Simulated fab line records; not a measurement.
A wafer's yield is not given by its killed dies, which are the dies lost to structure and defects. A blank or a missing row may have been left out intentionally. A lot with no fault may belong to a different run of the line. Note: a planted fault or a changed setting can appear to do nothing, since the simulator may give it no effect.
Comparing a struck lot with a sound one ; flow nandHarc ; 39 out of 1302 route steps
Sound: wafers L450.3, L450.4, L450.6. The struck wafers were L453.4, L453.5, L453.6. The cause is given at the end.
Order at every step that has rows: each side's tool, ch and its chambers, its first start. Under that, the readings that differ: sound wafers ; struck wafers ; difference of the means ; sigmas: that difference in standard deviations of wafers without a fault.
alike: readings with means less than 2 such deviations apart, plus words and numbers identical on both sides. not compared: withheld readings, readings lacking a value on some wafer, bounds such as >300 that could conceal the same value, and numbers that have no deviation in the record and whose values overlap.
A row with sigmas, a row that says differs or no value, or rows on one side alone: a step with any of these is where the two part. Numbers that have no deviation but don't overlap get no sigmas and don't part them. A reading missing from all wafers of one side parts the sides only when that side holds two or more wafers.

first, 1 step without rows for these wafers: NHARC_THIN_TSV_ETCH_44 (etches the open film in CF4/O2, target depth 1594.2 nm, time 797.1 s).
NHARC_THIN_TSV_ETCH_15: target depth 3000 nm, bosch target overetch cycles 2, bosch etch step 2.8 s.
  sound on rieSi-06 ch 2,3, day 27 23:38; struck on rieSi-06 ch 0,1, day 30 06:14
  alike: drypumpMotorCurrentA
  not compared: rfHoursCounterH
NHARC_THIN_TSV_CD_MEAS_16:
  struck on cdSem-02, day 30 06:23; sound on cdSem-02, day 27 23:47
  alike: cdNm
then, 4 steps without rows for these wafers: NHARC_THIN_TSV_STRIP_45 (strips in O2); NHARC_THIN_TSV_STRIP_46 (strips in post etch residue remover, time 1200 s); NHARC_THIN_TSV_DEP_47 (deposits SiO2, target thk 200 nm); NHARC_THIN_TSV_ETCHBACK_48 (etches the open film in C4F8/Ar, target depth 1028.5 nm, time 405.17 s).
NHARC_THIN_TSV_STRIP_62: strips in N2/H2, time 20 s.
  sound on plasmaAsher-01 ch 0,1, day 28 01:43; struck on plasmaAsher-02 ch 0,1, day 30 08:23
  alike: drypumpMotorCurrentA, heaterPowerW
  not compared: rfHoursCounterH
then, 2 steps without rows for these wafers: NHARC_THIN_TSV_DEGAS_49 (time 120 s); NHARC_THIN_TSV_PRE_CLEAN_50 (time 30 s).
NHARC_THIN_TSV_PVD_19: deposits TaN, target thk 20 nm.
  sound on pvdSputter-01; struck on pvdSputter-02
  alike: throttleValvePct
then, 1 step without rows for these wafers: NHARC_THIN_TSV_PVD_51 (deposits Cu, target thk 100 nm).
NHARC_THIN_TSV_ECD_20: material Cu, target thk 2000 nm.
  sound on ecdCu-02 ch 0,1, day 28 02:31; struck on ecdCu-01 ch 0,1, day 30 09:17
then, 4 steps without rows for these wafers: NHARC_THIN_TSV_ANNEAL_52 (time 90 s); NHARC_THIN_TSV_CMP_21 (polishes, t overpolish 30 s, target thk 2000 nm); NHARC_THIN_TSV_SRD_23; NHARC_THIN_TSV_DEGAS_53 (time 60 s).
NHARC_THIN_TSV_PRE_CLEAN_54: time 30 s.
  struck on pvdSputter-02, day 30 10:37; sound on pvdSputter-01, day 28 03:55
  alike: heaterPowerW
then, 10 steps without rows for these wafers: NHARC_THIN_TSV_PVD_55 (deposits TiN, target thk 50 nm); NHARC_THIN_TSV_PVD_24 (deposits Al, target thk 800 nm); NHARC_THIN_TSV_DEHYDRATE_25 (time 120 s); NHARC_THIN_TSV_HMDS_26 (time 30 s); NHARC_THIN_TSV_COAT_27; NHARC_THIN_TSV_SOFTBAKE_28 (time 95 s); NHARC_THIN_TSV_EBR_29; NHARC_THIN_TSV_EXPOSE_30 (exposes mask PAD); NHARC_THIN_TSV_PEB_31 (peb time 85 s); NHARC_THIN_TSV_DEVELOP_32 (time 70 s).
NHARC_THIN_TSV_CD_MEAS_33: the cd target is 5000 nm.
  sound on cdSem-01 ch 0, day 28 04:51; struck on cdSem-01 ch 0, day 30 11:41
  alike: cdNm
then, 3 steps without rows for these wafers: NHARC_THIN_TSV_HARDBAKE_34 (time 80 s); NHARC_THIN_TSV_DESCUM_35 (chemistry O2, time 3 s); NHARC_THIN_TSV_ETCH_59 (etches the open film in Cl2/BCl3, target depth 880 nm, time 138.1 s).
NHARC_THIN_TSV_ETCH_36: etches the open film in Cl2/BCl3, target depth 65 nm, time 18.571 s.
  sound on rieMetal-02 ch 0, day 28 05:38; struck on rieMetal-02 ch 0,1, day 30 12:14
  alike: drypumpMotorCurrentA, oesProductAu
  not compared: rfHoursCounterH
then, 2 steps without rows for these wafers: NHARC_THIN_TSV_STRIP_56 (strips in O2); NHARC_THIN_TSV_STRIP_57 (strips in post etch residue remover, time 1200 s).
NHARC_THIN_TSV_CD_MEAS_37:
  struck on cdSem-02, day 30 13:07; sound on cdSem-01, day 28 06:36
  alike: cdNm
then, 1 step without rows for these wafers: NHARC_THIN_TSV_ANNEAL_58 (time 1800 s).
NHARC_THIN_TSV_INSPECT_40:
  struck on defectInspect-02, day 30 17:38; sound on defectInspect-01, day 28 11:08
  alike: rawDefectCount
NHARC_END_SORT_01:
  here the record holds rows for the struck wafers (prober-02 ch 0, day 30 23:11) but none for the sound ones

WHERE THEY PART
Only at NHARC_END_SORT_01, as far as this record shows.

WHY: what had been put in by the simulator
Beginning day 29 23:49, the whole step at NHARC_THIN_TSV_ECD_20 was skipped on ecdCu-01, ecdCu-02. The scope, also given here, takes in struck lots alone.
